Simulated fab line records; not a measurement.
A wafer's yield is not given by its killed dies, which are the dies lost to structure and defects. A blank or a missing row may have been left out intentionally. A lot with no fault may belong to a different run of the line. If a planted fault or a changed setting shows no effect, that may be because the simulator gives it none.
fab line records	flow n5Finfet
record lots=7	wafers=19	lastDay=17
route steps=1938 shown BEOL_M10@1521 PASSIVATION@1936
lots that met no fault: from a run of the same line without faults
startH: the number of hours between the record's first day and the start of the first shown wafer of the lot	waitH: hours since the lot's step before	" the same as in the row above	L1.1+2: one row covering several wafers at once	- either no value or no given start	* or withheld: withheld	< > ~ a bound
route shown NAME@n: names a module that has steps shown in the file, with the first one's number in the route	usual: mean and standard deviation over wafers with no fault	same: alike in all rows	chamber/n: place in a boat	sites: readings site by site	_std_site: standard deviation of those values	_edge_site: outer sites' mean less inner sites'	radiusMm: for every site, how far away it sits from the centre of the wafer	mask NAME#n: copy n	behind: the last tool/chamber to shape the wafer	hold: reason for holding the lot/hours on hold/outcome of the hold	device: whichever transistor did not switch (one of n, p or np)	end of line: the tests these same wafers got at the end of their route	for a step that has no rows: nothing shown but its recipe	killed: dies that structure and defects cost at the first sort, which is not the same as the wafer's yield	map: a wafer's dies, marking killed ones x, the rest . and places with no die _
set.NAME: the setting that was run; set.NAME@STEP: the one run at that earlier step	model.NAME: the simulator's own value behind a step, which no gauge read
lots seen at some steps along the route; tables by step, rows by wafer
services: a tool's chamber out of use, with start hour (startH, from the record's first day; less than 0 if before it), hours out, and reason
## steps
# step N5_BEOL_M10_CURE_72
# recipe tempC=370	timeS=120	ambient=DMADMS/He	material=SiCOH_lowk
# usual lampPowerPct=52.31/0.051	wafer_temp_C_max=372.1/0.63
lot.wafer	tool	chamber	startH	waitH	lampPowerPct	wafer_temp_C_max
L295.1	uvCure-01	1	250.66	0.1	52.29	372.5
L295.5	"	1	"	"	52.30	371.9
L298.1	uvCure-02	1	252.33	0.0	52.32	372.1
L298.6	"	1	"	"	52.27	371.9
L296.2	uvCure-01	2	256.02	0.1	52.34	372.5
L296.4	"	2	"	"	52.32	372.2
L296.5	"	2	"	"	52.31	373.6
L307.3	uvCure-01	0	306.74	0.2	52.24	372.1
L307.4	"	0	"	"	52.34	372.3
L307.6	"	0	"	"	52.25	371.9
L310.1	uvCure-03	1	334.31	0.0	52.28	371.3
L310.3	"	1	"	"	52.27	372.1
L310.6	"	1	"	"	52.35	371.7
L312.2	uvCure-02	0	345.56	0.3	52.25	371.4
L312.5	"	0	"	"	52.29	371.5
L312.6	"	0	"	"	52.35	372.0
L313.2	uvCure-02	2	350.00	0.1	52.31	374.1
L313.5	"	2	"	"	52.32	373.3
L313.6	"	2	"	"	52.21	372.6
# step N5_BEOL_M10_DEGAS_44
# recipe ambient=vacuum	tempC=250	timeS=60
# usual heaterPowerW=338/44
lot.wafer	tool	chamber	startH	waitH	heaterPowerW
L295.1	pvdSputter-01	-	251.38	0.7	324
L295.5	"	-	"	"	388
L298.1	pvdSputter-01	-	252.88	0.5	314
L298.6	"	-	"	"	379
L296.2	pvdSputter-03	-	256.48	0.4	268
L296.4	"	-	"	"	356
L296.5	"	-	"	"	282
L307.3	pvdSputter-02	-	307.13	0.3	243
L307.4	"	-	"	"	320
L307.6	"	-	"	"	422
L310.1	pvdSputter-03	-	334.66	0.3	354
L310.3	"	-	"	"	343
L310.6	"	-	"	"	273
L312.2	pvdSputter-03	-	346.04	0.4	333
L312.5	"	-	"	"	338
L312.6	"	-	"	"	269
L313.2	pvdSputter-02	-	350.30	0.2	238
L313.5	"	-	"	"	413
L313.6	"	-	"	"	386
# step N5_BEOL_M10_PRE_CLEAN_45
# recipe gas=H2/He	timeS=30	tempC=250
# step N5_BEOL_M10_ALD_74
# recipe material=TaN	targetThkA=20	tempC=275	aldPrecursorFamily=PDMAT	aldCoReactant=NH3	pressureTorr=3	carrierFlowSccm=1500	pulseTimeS=2	purgeTimeS=3	coReactantPurgeTimeS=2	coReactantPulseTimeS=3	aldCycles=40	precursorVesselTempC=75	precursorVesselPressureTorr=26.25	precursorVesselCarrierSccm=1000
# usual heaterPowerW=391/48
lot.wafer	tool	chamber	startH	waitH	heaterPowerW
L295.1	aldMetal-02	2	251.60	0.2	409
L295.5	"	3	"	"	436
L298.1	aldMetal-01	2	252.98	0.0	362
L298.6	"	0	"	"	392
L296.2	aldMetal-03	0	256.58	0.0	411
L296.4	"	3	"	"	446
L296.5	"	2	"	"	319
L307.3	aldMetal-01	0	307.25	0.1	390
L307.4	"	2	"	"	369
L307.6	"	1	"	"	373
L310.1	aldMetal-03	3	334.90	0.2	457
L310.3	"	0	"	"	404
L310.6	"	1	"	"	498
L312.2	aldMetal-03	3	346.15	0.0	442
L312.5	"	1	"	"	503
L312.6	"	0	"	"	413
L313.2	aldMetal-01	3	350.61	0.3	379
L313.5	"	3	"	"	375
L313.6	"	0	"	"	396
# step N5_BEOL_M10_SURFACE_TREAT_76
# recipe gas=Ar	timeS=*	ionEnergyEv=*	ionCurrentMaCm2=0.5	pressureMtorr=*	arFlowSccm=30
# step N5_BEOL_M10_CVD_75
# recipe material=Co	targetThkA=20	tempC=withheld	precursor=CCTBA/H2	pressureTorr=30	timeS=138.9
# step N5_BEOL_M10_SPUTTER_48
# recipe material=Cu	targetThkA=120	tempC=-20	biasV=60	powerW=26000	chamberPressurePa=0.13	timeS=2
# step N5_BEOL_M10_ECD_50
# recipe material=Cu	targetThkA=3180
# step N5_BEOL_M10_ANNEAL_51
# recipe tempC=225	timeS=90	ambient=N2
# usual wafer_temp_C_max=226.1/0.38
lot.wafer	tool	chamber	startH	waitH	wafer_temp_C_max
L295.1	rtpAnneal-01	0	252.54	0.2	226.1
L295.5	"	0	"	"	226.0
L298.1	rtpAnneal-02	0	253.83	0.1	226.1
L298.6	"	0	"	"	226.0
L296.2	rtpAnneal-02	0	258.28	0.9	226.0
L296.4	"	0	"	"	226.2
L296.5	"	0	"	"	226.1
L307.3	rtpAnneal-02	0	308.67	0.4	225.7
L307.4	"	0	"	"	225.9
L307.6	"	0	"	"	225.7
L310.1	rtpAnneal-02	0	337.31	0.2	225.9
L310.3	"	0	"	"	226.2
L310.6	"	0	"	"	226.1
L312.2	rtpAnneal-02	0	347.10	0.3	225.8
L312.5	"	0	"	"	225.7
L312.6	"	0	"	"	225.4
L313.2	rtpAnneal-02	0	352.31	0.4	225.4
L313.5	"	0	"	"	225.4
L313.6	"	0	"	"	225.7
# step N5_BEOL_M10_CMP_52
# recipe stopOn=SiCOH_lowk	tOverpolishS=7	downForcePsi=1	platenRpm=50	clearingPlatenDownForcePsi=1.5	clearingPlatenRpm=50	postCmpClean=cuAlkaline	targetThkNm=140	clearingPlatenPadVelocityMS=0.99484	padVelocityMS=0.99484
# usual barrierFieldEndpointS=28.8/0.85	motorCurrentA=5.8/0.52	overpolishRunS=6.999/0.0095	slurryFlowMlMin=150.1/0.51	timeToEndpointS=66/4
lot.wafer	tool	chamber	startH	waitH	barrierFieldEndpointS	motorCurrentA	overpolishRunS	slurryFlowMlMin	timeToEndpointS
L295.1	cmp-01	3	252.95	0.4	28.2	6.2	6.982	150.1	66
L295.5	"	1	"	"	31.7	6.6	6.994	150.7	76
L298.1	cmp-03	0	254.20	0.3	27.2	6.3	7.011	150.8	59
L298.6	"	3	"	"	28.9	5.8	6.975	149.2	66
L296.2	cmp-04	3	258.57	0.2	30.1	6.4	6.989	150.0	71
L296.4	"	0	"	"	28.2	5.1	7.002	150.9	63
L296.5	"	3	"	"	30.3	6.1	6.993	149.8	72
L307.3	cmp-03	3	308.97	0.3	28.9	5.4	6.991	149.7	66
L307.4	"	0	"	"	27.6	5.8	7.004	150.1	59
L307.6	"	1	"	"	29.0	5.6	7.013	150.2	69
L310.3	cmp-03	0	337.88	0.3	27.9	6.2	7.002	149.7	66
L310.1	"	2	"	"	28.2	5.7	6.989	150.7	67
L310.6	"	0	"	"	28.5	6.0	6.995	150.9	65
L312.2	cmp-03	1	347.35	0.2	30.7	5.8	6.987	150.7	75
L312.6	"	1	"	"	29.7	5.7	7.006	150.8	78
L312.5	"	2	"	"	29.7	5.3	7.017	150.3	71
L313.2	cmp-04	3	352.56	0.2	28.6	6.2	7.002	150.9	68
L313.5	"	3	"	"	29.4	6.4	6.995	149.5	69
L313.6	"	0	"	"	28.5	5.6	6.988	150.7	63
# step N5_BEOL_M10_THK_MEAS_53
# recipe thkMeasGauge=xrf	reads=Cu_of_BEOL_M10_ECD_50
# usual M10_THK=142/3.1
lot.wafer	tool	chamber	startH	waitH	M10_THK[nm]
L295.1	filmMetro-02	-	253.13	-	142
L295.5	"	-	"	"	148
L298.1	filmMetro-02	-	254.42	-	140
L298.6	"	-	"	"	140
L296.2	filmMetro-01	-	258.83	-	142
L296.4	"	-	"	"	140
L296.5	"	-	"	"	138
L307.3	filmMetro-02	-	309.19	-	142
L307.4	"	-	"	"	137
L307.6	"	-	"	"	143
L310.1	filmMetro-01	-	338.18	-	142
L310.3	"	-	"	"	147
L310.6	"	-	"	"	149
L312.2	filmMetro-01	-	347.64	-	142
L312.5	"	-	"	"	141
L312.6	"	-	"	"	142
L313.2	filmMetro-01	-	352.86	-	144
L313.5	"	-	"	"	140
L313.6	"	-	"	"	140
# step N5_BEOL_M10_PRE_CLEAN_55
# recipe gas=NH3	timeS=15	tempC=withheld	rfPowerW=300
# step N5_BEOL_M10_DEP_56
# recipe material=SiCN	targetThkA=150	tempC=withheld	precursor=3MS/NH3	pressureTorr=3	rfW=202	timeS=26.5
# usual showerheadPlenumPTorr=3.668/0.0082	throttleValvePct=9.3/0.52
lot.wafer	tool	chamber	startH	waitH	showerheadPlenumPTorr	throttleValvePct	model.SiCN_of_BEOL_M10_DEP_56.thkNm
L295.1	pecvd-04	1	253.19	0.0	3.662	9.7	14.8
L295.5	"	2	"	"	3.662	8.6	16.6
L298.1	pecvd-04	2	254.48	0.0	3.673	8.8	14.8
L298.6	"	1	"	"	3.670	9.7	16.6
L296.2	pecvd-04	0	258.89	0.0	3.667	9.7	15.2
L296.4	"	0	"	"	3.676	9.6	15.2
L296.5	"	1	"	"	3.661	9.3	16.6
L307.3	pecvd-03	1	309.28	0.0	3.663	9.2	15.2
L307.4	"	2	"	"	3.664	8.8	15.2
L307.6	"	1	"	"	3.663	9.1	15
L310.1	pecvd-01	2	338.24	0.0	3.679	8.7	14.8
L310.3	"	1	"	"	3.673	9.2	15
L310.6	"	0	"	"	3.668	9.7	14.8
L312.2	pecvd-01	0	347.71	0.0	3.678	9.8	15
L312.5	"	1	"	"	3.660	9.3	15
L312.6	"	2	"	"	3.678	9.0	15.2
L313.2	pecvd-04	1	352.92	0.0	3.666	9.6	14.8
L313.5	"	2	"	"	3.678	8.1	15
L313.6	"	1	"	"	3.664	9.6	14.8
# step N5_BEOL_M10_RS_MEAS_57
# recipe thkMeasGauge=four-point-probe	reads=Cu_of_BEOL_M10_ECD_50+Co_of_BEOL_M10_CVD_75+TaN_of_BEOL_M10_ALD_74
# usual M10_RS=0.149/0.0033
lot.wafer	tool	chamber	startH	waitH	M10_RS[ohm/sq]
L295.1	filmMetro-02	-	253.27	0.1	0.151
L295.5	"	-	"	"	0.143
L298.1	filmMetro-02	-	254.56	0.1	0.150
L298.6	"	-	"	"	0.151
L296.2	filmMetro-01	-	258.97	0.1	0.148
L296.4	"	-	"	"	0.150
L296.5	"	-	"	"	0.154
L307.3	filmMetro-02	-	309.35	0.1	0.148
L307.4	"	-	"	"	0.153
L307.6	"	-	"	"	0.147
L310.1	filmMetro-02	-	338.31	0.1	0.150
L310.3	"	-	"	"	0.144
L310.6	"	-	"	"	0.142
L312.2	filmMetro-01	-	347.78	0.1	0.148
L312.5	"	-	"	"	0.149
L312.6	"	-	"	"	0.149
L313.2	filmMetro-01	-	352.99	0.1	0.146
L313.5	"	-	"	"	0.151
L313.6	"	-	"	"	0.151
# step N5_PASSIVATION_PROBE_49
# usual defectLimitedYield=91.4/1.5	killed_at_M0_to_M3=36/11	killed_at_M4_up=14/6	killedAtContacts=11/6	killedAtFrontEnd=37/11	killedAtOther=4/3.4	killedDies=102/18	killedOnRim=13/3.5	killedOpen=66/13	killedShort=34/7.8	sort_bin_5_function=5.0/0.97	sort_bin_6_memory=3.2/0.7	sortNPass=1078/19	sortYieldPct=91.3/1.6
# same grossDies=1180	killedAtBackSide=0	sort_bin_4_leakage[%]=0	sort_bin_8_speed[%]=0
lot.wafer	tool	chamber	startH	waitH	defectLimitedYield[%]	killed_at_M0_to_M3	killed_at_M4_up	killedAtContacts	killedAtFrontEnd	killedAtOther	killedDies	killedOnRim	killedOpen	killedShort	sort_bin_5_function[%]	sort_bin_6_memory[%]	sortNPass	sortYieldPct[%]
L295.1	prober-01	-	307.61	0.0	91.6	44	7	8	39	1	99	15	71	28	5.0	3.0	1081	91.6
L296.2	prober-01	-	309.54	0.1	91.8	52	5	14	22	4	97	15	76	21	5.4	2.6	1083	91.8
L296.4	prober-01	-	309.64	0.2	93.2	38	9	6	24	3	80	13	48	29	4.1	2.5	1100	93.2
L296.5	prober-01	-	309.69	0.2	93.9	25	5	11	26	5	72	13	53	18	3.8	2.0	1108	93.9
L310.1	prober-02	-	390.71	0.0	91.4	36	25	4	29	7	101	12	66	32	4.2	4.2	1079	91.4
L310.3	prober-02	-	390.81	0.1	92.9	34	14	8	20	8	84	8	58	23	4.4	2.5	1096	92.9
L310.6	prober-02	-	390.96	0.3	92.9	35	13	9	22	5	84	10	54	28	3.9	2.9	1096	92.9
L313.2	prober-02	-	400.12	0.1	89.7	54	14	24	28	1	121	12	78	41	5.4	4.3	1059	89.7
L313.5	prober-02	-	400.27	0.2	88.6	29	12	30	63	1	135	18	84	50	6.5	4.5	1045	88.6
L313.6	prober-02	-	400.32	0.3	90.1	46	11	28	30	2	117	11	75	40	5.3	4.4	1063	90.1
# killed by level:class
L295.1 BEOL_M2:geometricParticle:open=12 FIN_SAQP:geometricParticle:open=11 MOL_CONTACT_COAG:geometricParticle:open=8 BEOL_M0_SAQP:geometricParticle:open=8 BEOL_M0_SAQP:geometricParticle:short=6 FIN_SAQP:geometricParticle:short=5 DUMMY_GATE:geometricParticle:open=4 BEOL_M0:geometricParticle:open=4
L296.2 BEOL_M1:geometricParticle:open=13 MOL_CONTACT_COAG:geometricParticle:open=12 BEOL_M3:geometricParticle:open=12 BEOL_M0_SAQP:geometricParticle:open=11 BEOL_M2:geometricParticle:open=6 FIN_SAQP:geometricParticle:short=5 FIN_SAQP:geometricParticle:open=4 BEOL_M1:geometricParticle:short=4
L296.4 BEOL_M1:geometricParticle:open=10 BEOL_M0_SAQP:geometricParticle:short=9 BEOL_M2:geometricParticle:open=8 BEOL_M0_SAQP:geometricParticle:open=5 BEOL_M8:geometricParticle:open=5 STARTING-WAFER:geometricParticle:short=5 FIN_SAQP:geometricParticle:short=4 MOL_CONTACT_COAG:geometricParticle:open=4
L296.5 BEOL_M2:geometricParticle:open=10 MOL_CONTACT_COAG:geometricParticle:open=9 STI_FIN_REVEAL:geometricParticle:open=7 FIN_SAQP:geometricParticle:open=4 BEOL_M3:geometricParticle:open=4 FIN_SAQP:geometricParticle:short=3 STI_FIN_REVEAL:geometricParticle:short=3 BEOL_M0_SAQP:geometricParticle:short=3
L310.1 BEOL_M4:geometricParticle:open=19 BEOL_M0_SAQP:geometricParticle:open=11 BEOL_M0_SAQP:geometricParticle:short=10 FIN_SAQP:geometricParticle:open=8 BEOL_M1:geometricParticle:short=6 BEOL_M3:geometricParticle:open=4 STI_FIN_REVEAL:geometricParticle:short=3 DUMMY_GATE:geometricParticle:open=3
L310.3 BEOL_M4:geometricParticle:open=10 BEOL_M3:geometricParticle:open=9 MOL_CONTACT_COAG:geometricParticle:open=7 BEOL_M0_SAQP:geometricParticle:short=7 BEOL_M1:geometricParticle:open=6 DUMMY_GATE:geometricParticle:open=5 BEOL_M0_SAQP:geometricParticle:open=4 BEOL_M1:geometricParticle:short=4
L310.6 BEOL_M0_SAQP:geometricParticle:short=9 BEOL_M2:geometricParticle:open=9 MOL_CONTACT_COAG:geometricParticle:open=8 BEOL_M4:geometricParticle:open=8 BEOL_M0_SAQP:geometricParticle:open=5 STARTING-WAFER:geometricParticle:short=5 BEOL_M1:geometricParticle:open=4 BEOL_M0:geometricParticle:open=3
L313.2 MOL_CONTACT_COAG:geometricParticle:open=20 BEOL_M0_SAQP:geometricParticle:open=15 BEOL_M0_SAQP:geometricParticle:short=15 FIN_SAQP:geometricParticle:short=8 BEOL_M1:geometricParticle:open=8 FIN_SAQP:geometricParticle:open=5 GATE_CUT:geometricParticle:open=4 MOL_CONTACT_COAG:geometricParticle:short=4
L313.5 MOL_CONTACT_COAG:geometricParticle:open=23 FIN_SAQP:geometricParticle:short=20 FIN_SAQP:geometricParticle:open=14 STI_FIN_REVEAL:geometricParticle:open=12 BEOL_M0_SAQP:geometricParticle:open=8 MOL_CONTACT_COAG:geometricParticle:short=7 BEOL_M0_SAQP:geometricParticle:short=7 BEOL_M4:geometricParticle:open=7
L313.6 MOL_CONTACT_COAG:geometricParticle:open=24 FIN_SAQP:geometricParticle:short=14 BEOL_M0_SAQP:geometricParticle:open=11 BEOL_M0_SAQP:geometricParticle:short=10 BEOL_M3:geometricParticle:open=7 FIN_SAQP:geometricParticle:open=6 BEOL_M1:geometricParticle:open=5 BEOL_M5:geometricParticle:open=5
## services
tool	chamber	startH	hours	kind
uvCure-02	-	240.52	1.9	repair
cmp-04	-	244.19	3.7	pm
aldMetal-02	3	258.02	4.0	repair
pecvd-01	2	261.82	2.1	scheduledDown
cmp-03	-	267.36	0.8	repair
pecvd-04	2	272.32	2.5	repair
cmp-04	-	275.10	4.0	pm
pecvd-03	1	275.80	7.2	repair
aldMetal-02	-	277.69	2.8	pm
uvCure-01	-	282.81	2.1	pm
uvCure-03	-	286.17	2.1	pm
uvCure-02	-	296.72	1.0	pm
pecvd-01	2	298.12	1.9	repair
pecvd-01	-	301.37	14.6	pm
cmp-01	-	303.99	0.9	repair
cmp-01	-	305.30	2.1	repair
cmp-04	-	306.94	3.3	pm
pecvd-03	-	308.30	0.8	pm
aldMetal-01	1	318.31	25.0	repair
pvdSputter-02	-	321.23	1.2	repair
aldMetal-01	-	326.88	2.8	pm
pvdSputter-01	-	330.79	2.4	repair
aldMetal-02	-	337.25	14.0	pm
pecvd-01	1	348.44	6.4	repair
## key
firstSign none at tools or gauges
modelEffect step=N5_BEOL_M10_DEP_56	value=SiCN_of_BEOL_M10_DEP_56.thkNm	without=15	struck=16.6
metAt N5_BEOL_M10_DEP_56
struckWafers L295.5,L296.5,L298.6
fault kind=processParameterDrift	tool=pecvd-04	chamber=-	onsetH=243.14	steps=N5_BEOL_M10_DEP_56	channel=timeS	offset=*	shape=step	endH=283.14	scope=struckWafersOnly	actsIn=*	stated=*
